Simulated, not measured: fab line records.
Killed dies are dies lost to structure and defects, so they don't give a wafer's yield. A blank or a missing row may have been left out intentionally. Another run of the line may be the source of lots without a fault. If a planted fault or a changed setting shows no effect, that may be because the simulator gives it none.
Chamber matching | flow n5Finfet | N5_SD_EPI_P_DESCUM_14 on rieDiel-04 has 4 sister chambers
The step chemistry O2, time 7.9 s. 8 wafers are shown with their chamber, then 7 later ones without.

== EACH WAFER AND ITS CHAMBER ==
wafer  | chamber | throttleValvePct (%) | rfFwdPowerW (W)
L080.1 | 3       | 19.7                 | 49.4
L080.6 | 0       | 20.3                 | 49.4
L087.5 | 2       | 20.4                 | 49.6
L089.3 | 0       | 20.1                 | 49.2
L089.4 | 1       | 20.7                 | 49.0
L089.6 | 3       | 19.7                 | 49.5
L090.1 | 1       | 20.7                 | 49.1
L090.4 | 2       | 20.5                 | 49.5

== WAFERS WITHOUT THEIR CHAMBER ==
wafer  | throttleValvePct (%) | rfFwdPowerW (W)
L090.6 | 20.5                 | 49.3
L095.1 | 19.7                 | 49.8
L095.3 | 20.2                 | 49.1
L095.4 | 20.5                 | 49.3
L096.4 | 20.5                 | 49.7
L096.5 | 19.7                 | 49.6
L096.6 | 20.2                 | 48.9

== THE CHAMBER EACH PASSED THROUGH ==
wafer  | from the rows above          | in truth
L090.6 | can't be placed: 2 or 1 or 0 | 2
L095.1 | 3                            | 3
L095.3 | 0                            | 0
L095.4 | can't be placed: 2 or 1 or 0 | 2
L096.4 | 2                            | 2
L096.5 | 3                            | 3
L096.6 | 0                            | 0
5 of 7 placed correctly. Cannot be placed on the basis of these rows: 2; the candidates contain the true chamber in 2. Wrongly placed: 0.
How it was worked out, from the rows above alone: a wafer's distance from a chamber is the root of the sum, over the readings, of the square of ((its reading less the chamber's mean) divided by the reading's scatter). The wafer belongs to the nearest chamber; if the next one is less than 2 further off, it can't be placed. A chamber's mean is the mean of its shown wafers. The scatter: take each reading less its chamber's mean, square it, sum over the shown wafers, divide by the number of wafers less the number of chambers, and take the root.
